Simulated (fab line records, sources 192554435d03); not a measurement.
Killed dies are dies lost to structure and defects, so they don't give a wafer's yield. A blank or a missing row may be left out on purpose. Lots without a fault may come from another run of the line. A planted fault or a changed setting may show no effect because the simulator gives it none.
Chamber matching | flow n5_finfet | N5_BEOL_M0_SAQP_ETCH_83 on rie_diel-06: 4 sister chambers
The step etches SiARC in CF4, target depth 39 nm, time 65 s. 4 wafers are shown with their chamber, then 7 later ones without.

WAFERS WITH THEIR CHAMBER
wafer  | chamber | showerhead_plenum_p_Torr (Torr)
L083.4 | 2       | 2.23
L083.5 | 0       | 2.08
L092.4 | 1       | 2.11
L092.5 | 3       | 2.21

WAFERS WITHOUT THEIR CHAMBER
wafer  | showerhead_plenum_p_Torr (Torr)
L092.6 | 2.23
L095.1 | 2.11
L095.3 | 2.21
L095.5 | 2.21
L097.1 | 2.07
L097.3 | 2.11
L097.5 | 2.07

WHICH CHAMBER EACH WENT THROUGH
wafer  | from the rows above | in truth
L092.6 | 2                   | 2
L095.1 | 1                   | 1
L095.3 | 3                   | 3
L095.5 | 3                   | 3
L097.1 | 0                   | 0
L097.3 | 1                   | 1
L097.5 | 0                   | 0
Placed correctly: 7 of 7. Can't be placed from these rows: 0. Placed wrongly: 0.
How it was worked out, from the rows above alone: a wafer's distance from a chamber is the root of the sum, over the readings, of the square of ((its reading less the chamber's mean) divided by the reading's scatter). The wafer belongs to the nearest chamber; if the next one is less than 2 further off, it can't be placed. A chamber's mean is the mean of its shown wafers. The scatter: with one shown wafer a chamber, the root of the mean of the squares of how far each hidden wafer lies from its nearest shown one.
